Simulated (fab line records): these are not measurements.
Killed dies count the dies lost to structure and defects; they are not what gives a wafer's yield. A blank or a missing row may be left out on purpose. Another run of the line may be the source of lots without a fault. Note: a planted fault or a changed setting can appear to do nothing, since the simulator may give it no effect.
The tool behind it: which one? :: flow nandHarc :: Sampling: 13 lots, 39 wafers, 5 of 1302 route steps

## WHAT EACH GAUGE READ, for each wafer
NHARC_END_SORT_01.
lot: L973
measured: day 25 04:53
on: prober-02
killedAtArray: 47 45 56
killedAtOther: 0 0 1
killedAtPeriphery: 8 5 2
killedDies: 55 50 59
killedOpen: 3 3 5
killedShort: 2 2 1

lot: L976
measured: day 25 04:05
on: prober-01
killedAtArray: 47 45 53
killedAtOther: 2 2 3
killedAtPeriphery: 6 2 4
killedDies: 55 49 60
killedOpen: 5 2 5
killedShort: 3 2 1

lot: L980
measured: day 26 20:40
on: prober-02
killedAtArray: 94 95 84
killedAtOther: 2 0 0
killedAtPeriphery: 7 8 4
killedDies: 103 103 88
killedOpen: 2 3 5
killedShort: 6 4 1

lot: L979
measured: day 27 04:31
on: prober-02
killedAtArray: 80 71 94
killedAtOther: 4 3 1
killedAtPeriphery: 5 6 2
killedDies: 89 80 97
killedOpen: 7 4 2
killedShort: 1 0 2

lot: L978
measured: day 27 06:32
on: prober-01
killedAtArray: 106 97 83
killedAtOther: 0 0 1
killedAtPeriphery: 3 7 2
killedDies: 109 104 86
killedOpen: 3 4 3
killedShort: 1 1 1

lot: L982
measured: day 28 06:41
on: prober-01
killedAtArray: 35 38 42
killedAtOther: 2 3 4
killedAtPeriphery: 1 3 1
killedDies: 38 44 47
killedOpen: 0 0 2
killedShort: 0 1 1

lot: L983
measured: day 28 14:26
on: prober-02
killedAtArray: 77 72 58
killedAtOther: 1 0 1
killedAtPeriphery: 4 6 4
killedDies: 82 78 63
killedOpen: 4 4 2
killedShort: 5 5 1

lot: L986
measured: day 30 11:14
on: prober-02
killedAtArray: 77 65 65
killedAtOther: 0 0 0
killedAtPeriphery: 5 4 8
killedDies: 82 69 73
killedOpen: 4 1 2
killedShort: 1 0 7

lot: L990
measured: day 31 11:38
on: prober-01
killedAtArray: 675 676 676
killedAtOther: 0 0 0
killedAtPeriphery: 2 1 1
killedDies: 677 677 677
killedOpen: 3 5 4
killedShort: 2 0 2

lot: L993
measured: day 32 05:26
on: prober-02
killedAtArray: 670 668 671
killedAtOther: 3 3 2
killedAtPeriphery: 4 6 4
killedDies: 677 677 677
killedOpen: 3 4 3
killedShort: 2 1 3

lot: L995
measured: day 33 19:40
on: prober-01
killedAtArray: 24 27 32
killedAtOther: 0 1 1
killedAtPeriphery: 2 1 4
killedDies: 26 29 37
killedOpen: 2 3 2
killedShort: 1 3 6

lot: L994
measured: day 35 09:43
on: prober-01
killedAtArray: 32 40 49
killedAtOther: 1 0 0
killedAtPeriphery: 5 5 4
killedDies: 38 45 53
killedOpen: 4 1 7
killedShort: 3 0 1

lot: L996
measured: day 35 08:51
on: prober-02
killedAtArray: 107 77 68
killedAtOther: 0 0 1
killedAtPeriphery: 2 2 0
killedDies: 109 79 69
killedOpen: 5 5 3
killedShort: 2 1 2

## WHAT TOOL EACH LOT RAN ON (gives the tool, then ch and the chambers of the sampled wafers, and finally the start)
lot: L973
NHARC_A_CONTACT_ETCH_113: harCapEtch-03 ch 0,1, day 21 23:28
NHARC_A_CONTACT_ETCH_115: harCapEtch-03 ch 0,1, day 21 23:48
NHARC_A_CONTACT_ETCH_116: harCapEtch-03 ch 0,1, day 21 23:58
NHARC_A_CONTACT_ETCH_120: harCapEtch-03 ch 0,1, day 22 00:40

lot: L976
NHARC_A_CONTACT_ETCH_113: harCapEtch-02 ch 0,1, day 22 08:51
NHARC_A_CONTACT_ETCH_115: harCapEtch-02 ch 0,1, day 22 09:11
NHARC_A_CONTACT_ETCH_116: harCapEtch-02 ch 0,1, day 22 09:22
NHARC_A_CONTACT_ETCH_120: harCapEtch-02 ch 0,1, day 22 10:02

lot: L980
NHARC_A_CONTACT_ETCH_113: harCapEtch-01 ch 0,1, day 23 23:47
NHARC_A_CONTACT_ETCH_115: harCapEtch-01 ch 0,1, day 24 00:14
NHARC_A_CONTACT_ETCH_116: harCapEtch-01 ch 0,1, day 24 00:28
NHARC_A_CONTACT_ETCH_120: harCapEtch-01 ch 0,1, day 24 01:22

lot: L979
NHARC_A_CONTACT_ETCH_113: harCapEtch-03 ch 0,1, day 24 03:21
NHARC_A_CONTACT_ETCH_115: harCapEtch-03 ch 0,1, day 24 03:41
NHARC_A_CONTACT_ETCH_116: harCapEtch-03 ch 0,1, day 24 03:52
NHARC_A_CONTACT_ETCH_120: harCapEtch-03 ch 0,1, day 24 04:33

lot: L978
NHARC_A_CONTACT_ETCH_113: harCapEtch-02 ch 1, day 24 09:38
NHARC_A_CONTACT_ETCH_115: harCapEtch-02 ch 1, day 24 09:58
NHARC_A_CONTACT_ETCH_116: harCapEtch-02 ch 1, day 24 10:08
NHARC_A_CONTACT_ETCH_120: harCapEtch-02 ch 1, day 24 10:50

lot: L982
NHARC_A_CONTACT_ETCH_113: harCapEtch-01 ch 0,1, day 25 07:24
NHARC_A_CONTACT_ETCH_115: harCapEtch-01 ch 0,1, day 25 07:52
NHARC_A_CONTACT_ETCH_116: harCapEtch-01 ch 0,1, day 25 08:05
NHARC_A_CONTACT_ETCH_120: harCapEtch-01 ch 0,1, day 25 09:00

lot: L983
NHARC_A_CONTACT_ETCH_113: harCapEtch-02 ch 0,1, day 25 14:15
NHARC_A_CONTACT_ETCH_115: harCapEtch-02 ch 0,1, day 25 14:36
NHARC_A_CONTACT_ETCH_116: harCapEtch-02 ch 0,1, day 25 14:46
NHARC_A_CONTACT_ETCH_120: harCapEtch-02 ch 0,1, day 25 15:27

lot: L986
NHARC_A_CONTACT_ETCH_113: harCapEtch-01 ch 0,1, day 27 11:32
NHARC_A_CONTACT_ETCH_115: harCapEtch-01 ch 0,1, day 27 11:59
NHARC_A_CONTACT_ETCH_116: harCapEtch-01 ch 0,1, day 27 12:13
NHARC_A_CONTACT_ETCH_120: harCapEtch-01 ch 0,1, day 27 13:08

lot: L990
NHARC_A_CONTACT_ETCH_113: harCapEtch-01 ch 0,1, day 28 15:59
NHARC_A_CONTACT_ETCH_115: harCapEtch-01 ch 0,1, day 28 16:19
NHARC_A_CONTACT_ETCH_116: harCapEtch-01 ch 0,1, day 28 16:29
NHARC_A_CONTACT_ETCH_120: harCapEtch-01 ch 0,1, day 28 17:10

lot: L993
NHARC_A_CONTACT_ETCH_113: harCapEtch-01 ch 1, day 29 10:11
NHARC_A_CONTACT_ETCH_115: harCapEtch-01 ch 1, day 29 10:32
NHARC_A_CONTACT_ETCH_116: harCapEtch-01 ch 1, day 29 10:42
NHARC_A_CONTACT_ETCH_120: harCapEtch-01 ch 1, day 29 11:23

lot: L995
NHARC_A_CONTACT_ETCH_113: harCapEtch-03 ch 0,1, day 30 16:44
NHARC_A_CONTACT_ETCH_115: harCapEtch-03 ch 0,1, day 30 17:04
NHARC_A_CONTACT_ETCH_116: harCapEtch-03 ch 0,1, day 30 17:14
NHARC_A_CONTACT_ETCH_120: harCapEtch-03 ch 0,1, day 30 17:55

lot: L994
NHARC_A_CONTACT_ETCH_113: harCapEtch-02 ch 0,1, day 30 22:59
NHARC_A_CONTACT_ETCH_115: harCapEtch-02 ch 0,1, day 30 23:20
NHARC_A_CONTACT_ETCH_116: harCapEtch-02 ch 0,1, day 30 23:30
NHARC_A_CONTACT_ETCH_120: harCapEtch-02 ch 0,1, day 31 00:11

lot: L996
NHARC_A_CONTACT_ETCH_113: harCapEtch-02 ch 0,1, day 31 06:43
NHARC_A_CONTACT_ETCH_115: harCapEtch-02 ch 0,1, day 31 07:03
NHARC_A_CONTACT_ETCH_116: harCapEtch-02 ch 0,1, day 31 07:13
NHARC_A_CONTACT_ETCH_120: harCapEtch-02 ch 0,1, day 31 07:54
- NHARC_A_CONTACT_ETCH_113: etches the open film in C4F8/O2/Ar, time 190 s, target depth 1850 nm.
- NHARC_A_CONTACT_ETCH_115: etches the open film in C4F8/O2/Ar, time 190 s, target depth 1850 nm.
- NHARC_A_CONTACT_ETCH_116: etches the open film in C4F8/O2/Ar, time 190 s, target depth 1850 nm.
- NHARC_A_CONTACT_ETCH_120: etches the open film in C4F8/O2/Ar, time 190 s, target depth 1850 nm.

## WHAT THE TOOLS THEMSELVES READ (means of the sampled wafers that have a number; where no wafer has one, the mark that the record gives instead)
NHARC_A_CONTACT_ETCH_113.
lot: L973
tool: harCapEtch-03
chamberPressureMTorr (mTorr): 19.991
oesAirLineAu (a.u.): 1.017

lot: L976
tool: harCapEtch-02
chamberPressureMTorr (mTorr): 19.989
oesAirLineAu (a.u.): 1.021

lot: L980
tool: harCapEtch-01
chamberPressureMTorr (mTorr): 20.000
oesAirLineAu (a.u.): 1.007

lot: L979
tool: harCapEtch-03
chamberPressureMTorr (mTorr): 20.002
oesAirLineAu (a.u.): 1.017

lot: L978
tool: harCapEtch-02
chamberPressureMTorr (mTorr): 20.002
oesAirLineAu (a.u.): 0.993

lot: L982
tool: harCapEtch-01
chamberPressureMTorr (mTorr): 20.009
oesAirLineAu (a.u.): 1.014

lot: L983
tool: harCapEtch-02
chamberPressureMTorr (mTorr): 19.996
oesAirLineAu (a.u.): 0.990

lot: L986
tool: harCapEtch-01
chamberPressureMTorr (mTorr): 20.007
oesAirLineAu (a.u.): 1.010

lot: L990
tool: harCapEtch-01
chamberPressureMTorr (mTorr): 20.016
oesAirLineAu (a.u.): 0.999

lot: L993
tool: harCapEtch-01
chamberPressureMTorr (mTorr): 20.021
oesAirLineAu (a.u.): 1.004

lot: L995
tool: harCapEtch-03
chamberPressureMTorr (mTorr): 19.991
oesAirLineAu (a.u.): 0.988

lot: L994
tool: harCapEtch-02
chamberPressureMTorr (mTorr): 20.001
oesAirLineAu (a.u.): 1.005

lot: L996
tool: harCapEtch-02
chamberPressureMTorr (mTorr): 20.001
oesAirLineAu (a.u.): 0.982

NHARC_A_CONTACT_ETCH_115.
lot: L973
tool: harCapEtch-03
chamberPressureMTorr (mTorr): 19.998
oesAirLineAu (a.u.): 0.998

lot: L976
tool: harCapEtch-02
chamberPressureMTorr (mTorr): 20.007
oesAirLineAu (a.u.): 1.021

lot: L980
tool: harCapEtch-01
chamberPressureMTorr (mTorr): 20.011
oesAirLineAu (a.u.): 0.999

lot: L979
tool: harCapEtch-03
chamberPressureMTorr (mTorr): 20.022
oesAirLineAu (a.u.): 1.005

lot: L978
tool: harCapEtch-02
chamberPressureMTorr (mTorr): 20.003
oesAirLineAu (a.u.): 0.995

lot: L982
tool: harCapEtch-01
chamberPressureMTorr (mTorr): 19.986
oesAirLineAu (a.u.): 0.994

lot: L983
tool: harCapEtch-02
chamberPressureMTorr (mTorr): 19.989
oesAirLineAu (a.u.): 0.991

lot: L986
tool: harCapEtch-01
chamberPressureMTorr (mTorr): 20.004
oesAirLineAu (a.u.): 1.008

lot: L990
tool: harCapEtch-01
chamberPressureMTorr (mTorr): 20.001
oesAirLineAu (a.u.): 1.014

lot: L993
tool: harCapEtch-01
chamberPressureMTorr (mTorr): 19.990
oesAirLineAu (a.u.): 1.000

lot: L995
tool: harCapEtch-03
chamberPressureMTorr (mTorr): 20.026
oesAirLineAu (a.u.): 1.013

lot: L994
tool: harCapEtch-02
chamberPressureMTorr (mTorr): 19.993
oesAirLineAu (a.u.): 0.986

lot: L996
tool: harCapEtch-02
chamberPressureMTorr (mTorr): 19.978
oesAirLineAu (a.u.): 0.993

NHARC_A_CONTACT_ETCH_116.
lot: L973
tool: harCapEtch-03
chamberPressureMTorr (mTorr): 20.003
oesAirLineAu (a.u.): 1.000

lot: L976
tool: harCapEtch-02
chamberPressureMTorr (mTorr): 20.012
oesAirLineAu (a.u.): 0.999

lot: L980
tool: harCapEtch-01
chamberPressureMTorr (mTorr): 19.997
oesAirLineAu (a.u.): 1.012

lot: L979
tool: harCapEtch-03
chamberPressureMTorr (mTorr): 19.991
oesAirLineAu (a.u.): 0.990

lot: L978
tool: harCapEtch-02
chamberPressureMTorr (mTorr): 19.990
oesAirLineAu (a.u.): 1.004

lot: L982
tool: harCapEtch-01
chamberPressureMTorr (mTorr): 19.990
oesAirLineAu (a.u.): 1.002

lot: L983
tool: harCapEtch-02
chamberPressureMTorr (mTorr): 20.002
oesAirLineAu (a.u.): 1.024

lot: L986
tool: harCapEtch-01
chamberPressureMTorr (mTorr): 19.992
oesAirLineAu (a.u.): 0.994

lot: L990
tool: harCapEtch-01
chamberPressureMTorr (mTorr): -
oesAirLineAu (a.u.): -

lot: L993
tool: harCapEtch-01
chamberPressureMTorr (mTorr): -
oesAirLineAu (a.u.): -

lot: L995
tool: harCapEtch-03
chamberPressureMTorr (mTorr): 19.998
oesAirLineAu (a.u.): 1.009

lot: L994
tool: harCapEtch-02
chamberPressureMTorr (mTorr): 20.002
oesAirLineAu (a.u.): 0.984

lot: L996
tool: harCapEtch-02
chamberPressureMTorr (mTorr): 19.992
oesAirLineAu (a.u.): 0.993

NHARC_A_CONTACT_ETCH_120.
lot: L973
tool: harCapEtch-03
chamberPressureMTorr (mTorr): 19.991
oesAirLineAu (a.u.): 1.000

lot: L976
tool: harCapEtch-02
chamberPressureMTorr (mTorr): 20.006
oesAirLineAu (a.u.): 0.984

lot: L980
tool: harCapEtch-01
chamberPressureMTorr (mTorr): 19.998
oesAirLineAu (a.u.): 1.018

lot: L979
tool: harCapEtch-03
chamberPressureMTorr (mTorr): 19.992
oesAirLineAu (a.u.): 0.988

lot: L978
tool: harCapEtch-02
chamberPressureMTorr (mTorr): 20.020
oesAirLineAu (a.u.): 0.999

lot: L982
tool: harCapEtch-01
chamberPressureMTorr (mTorr): 19.987
oesAirLineAu (a.u.): 0.986

lot: L983
tool: harCapEtch-02
chamberPressureMTorr (mTorr): 20.008
oesAirLineAu (a.u.): 0.992

lot: L986
tool: harCapEtch-01
chamberPressureMTorr (mTorr): 19.987
oesAirLineAu (a.u.): 1.013

lot: L990
tool: harCapEtch-01
chamberPressureMTorr (mTorr): 20.004
oesAirLineAu (a.u.): 0.983

lot: L993
tool: harCapEtch-01
chamberPressureMTorr (mTorr): 20.000
oesAirLineAu (a.u.): 1.011

lot: L995
tool: harCapEtch-03
chamberPressureMTorr (mTorr): 20.010
oesAirLineAu (a.u.): 1.026

lot: L994
tool: harCapEtch-02
chamberPressureMTorr (mTorr): 19.993
oesAirLineAu (a.u.): 1.028

lot: L996
tool: harCapEtch-02
chamberPressureMTorr (mTorr): 19.991
oesAirLineAu (a.u.): 0.996

## THE ANSWER, worked out from the rows above alone
Rule: usual is defined by the lots themselves. The widest of any qualifying gaps counts: lots, ordered by their means at a reading, are off when they make up no more than a third of the lots, leave a main group of 4 or more, and stand apart from it by 3 or more times the standard deviation of that group's means. A main group is skipped when, at the precision printed for the reading in the tables above, its means are all equal. Also off: a lot with no number at a reading for which 4 or more lots have one. Where the step has rows for the other lots, those lots are counted as sound. After the gauges, taken in route order, come the tools' own readings; for these a lot's mean is taken, as printed above. The first step at which some lot is off is used, and at that step the reading that is off furthest; a lot without a number counts as furthest.
Off at NHARC_END_SORT_01 (killedAtArray): L990, L993. The main group has a mean of 63 with a standard deviation of 22.
If a tool, at a process step before that reading, ran all the lots that are off and no sound lot after the first of them, it fits. Not tried: the gauges at NHARC_END_SORT_01; whatever is off there is also off at NHARC_A_CONTACT_ETCH_116, on other tools, and gauge error can't account for it. One candidate fits, namely harCapEtch-01 at NHARC_A_CONTACT_ETCH_113 and NHARC_A_CONTACT_ETCH_115 and NHARC_A_CONTACT_ETCH_116 and NHARC_A_CONTACT_ETCH_120. At NHARC_A_CONTACT_ETCH_113 its last sound lot is L986 (day 27 11:32), its first lot that is off L990 (day 28 15:59): a fault that began between those two fits.

## WHAT WAS PUT IN BY THE SIMULATOR
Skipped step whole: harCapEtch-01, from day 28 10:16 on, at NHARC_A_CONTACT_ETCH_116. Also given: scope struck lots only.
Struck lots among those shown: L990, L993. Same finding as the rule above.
